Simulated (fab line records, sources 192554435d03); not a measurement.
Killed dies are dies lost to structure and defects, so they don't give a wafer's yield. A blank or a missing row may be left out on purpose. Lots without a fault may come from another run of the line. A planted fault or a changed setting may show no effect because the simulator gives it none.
Chamber matching | flow n5_finfet | N5_BEOL_M2_PECVD_72 on pecvd-04: 3 sister chambers
The step deposits SiO2 from TEOS/O2, target thk 16 nm, time 18 s. 6 wafers are shown with their chamber, then 11 later ones without.

WAFERS WITH THEIR CHAMBER
wafer  | chamber | showerhead_plenum_p_Torr (Torr) | throttle_valve_pct (%)
L081.4 | 0       | 8.72                            | 22.5
L087.4 | 2       | 8.85                            | 21.6
L089.1 | 1       | 8.79                            | 22.1
L089.4 | 0       | 8.71                            | 22.4
L089.6 | 2       | 8.83                            | 21.6
L091.2 | 1       | 8.76                            | 22.2

WAFERS WITHOUT THEIR CHAMBER
wafer  | showerhead_plenum_p_Torr (Torr) | throttle_valve_pct (%)
L091.3 | 8.77                            | 22.2
L091.5 | 8.76                            | 22.0
L092.1 | 8.79                            | 22.1
L092.4 | 8.77                            | 22.1
L092.5 | 8.85                            | 21.6
L094.1 | 8.78                            | 22.2
L094.2 | 8.85                            | 21.8
L094.4 | 8.85                            | 21.6
L095.1 | 8.85                            | 21.8
L095.3 | 8.77                            | 22.3
L095.6 | 8.84                            | 21.8

WHICH CHAMBER EACH WENT THROUGH
wafer  | from the rows above     | in truth
L091.3 | 1                       | 1
L091.5 | 1                       | 1
L092.1 | 1                       | 1
L092.4 | 1                       | 1
L092.5 | 2                       | 2
L094.1 | 1                       | 1
L094.2 | 2                       | 2
L094.4 | 2                       | 2
L095.1 | 2                       | 2
L095.3 | can't be placed: 1 or 0 | 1
L095.6 | 2                       | 2
Placed correctly: 10 of 11. Can't be placed from these rows: 1 (the true chamber is among the candidates in 1). Placed wrongly: 0.
How it was worked out, from the rows above alone: a wafer's distance from a chamber is the root of the sum, over the readings, of the square of ((its reading less the chamber's mean) divided by the reading's scatter). The wafer belongs to the nearest chamber; if the next one is less than 2 further off, it can't be placed. A chamber's mean is the mean of its shown wafers. The scatter: the root of (the sum of the squares of (reading less its chamber's mean) over the shown wafers, divided by (wafers less chambers)).
